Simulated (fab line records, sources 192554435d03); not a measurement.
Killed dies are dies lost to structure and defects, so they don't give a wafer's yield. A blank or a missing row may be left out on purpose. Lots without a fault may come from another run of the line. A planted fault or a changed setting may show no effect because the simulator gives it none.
Chamber matching | flow n5_finfet | N5_BEOL_M4_CMP_52 on cmp-03: 4 sister chambers
The step polishes, stops on SiOC, t overpolish 6.8 s, target thk 40 nm. 8 wafers are shown with their chamber, then 10 later ones without.

WAFERS WITH THEIR CHAMBER
wafer  | chamber | motor_current_A (A) | overpolish_run_s (s)
L809.6 | 3       | 6.4                 | 6.801
L812.4 | 0       | 6.2                 | 6.799
L821.5 | 1       | 6.6                 | 6.792
L820.1 | 2       | 6.1                 | 6.803
L820.5 | 0       | 6.1                 | 6.815
L820.6 | 1       | 6.5                 | 6.796
L826.2 | 2       | 6.4                 | 6.804
L826.4 | 3       | 6.4                 | 6.793

WAFERS WITHOUT THEIR CHAMBER
wafer  | motor_current_A (A) | overpolish_run_s (s)
L826.5 | 6.3                 | 6.790
L827.1 | 6.1                 | 6.805
L827.4 | 6.5                 | 6.796
L827.5 | 6.6                 | 6.791
L828.2 | 6.6                 | 6.806
L828.5 | 6.2                 | 6.797
L828.6 | 6.6                 | 6.795
L829.2 | 5.8                 | 6.793
L829.4 | 6.6                 | 6.794
L829.5 | 6.2                 | 6.787

WHICH CHAMBER EACH WENT THROUGH
wafer  | from the rows above               | in truth
L826.5 | can't be placed: 3 or 2 or 1 or 0 | 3
L827.1 | can't be placed: 0 or 2           | 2
L827.4 | can't be placed: 1 or 3 or 2      | 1
L827.5 | can't be placed: 1 or 3           | 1
L828.2 | can't be placed: 1 or 3 or 2 or 0 | 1
L828.5 | can't be placed: 2 or 0 or 3 or 1 | 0
L828.6 | can't be placed: 1 or 3           | 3
L829.2 | can't be placed: 0 or 2 or 3      | 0
L829.4 | can't be placed: 1 or 3           | 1
L829.5 | can't be placed: 3 or 2 or 0 or 1 | 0
Placed correctly: 0 of 10. Can't be placed from these rows: 10 (the true chamber is among the candidates in 10). Placed wrongly: 0.
How it was worked out, from the rows above alone: a wafer's distance from a chamber is the root of the sum, over the readings, of the square of ((its reading less the chamber's mean) divided by the reading's scatter). The wafer belongs to the nearest chamber; if the next one is less than 2 further off, it can't be placed. A chamber's mean is the mean of its shown wafers. The scatter: the root of (the sum of the squares of (reading less its chamber's mean) over the shown wafers, divided by (wafers less chambers)).
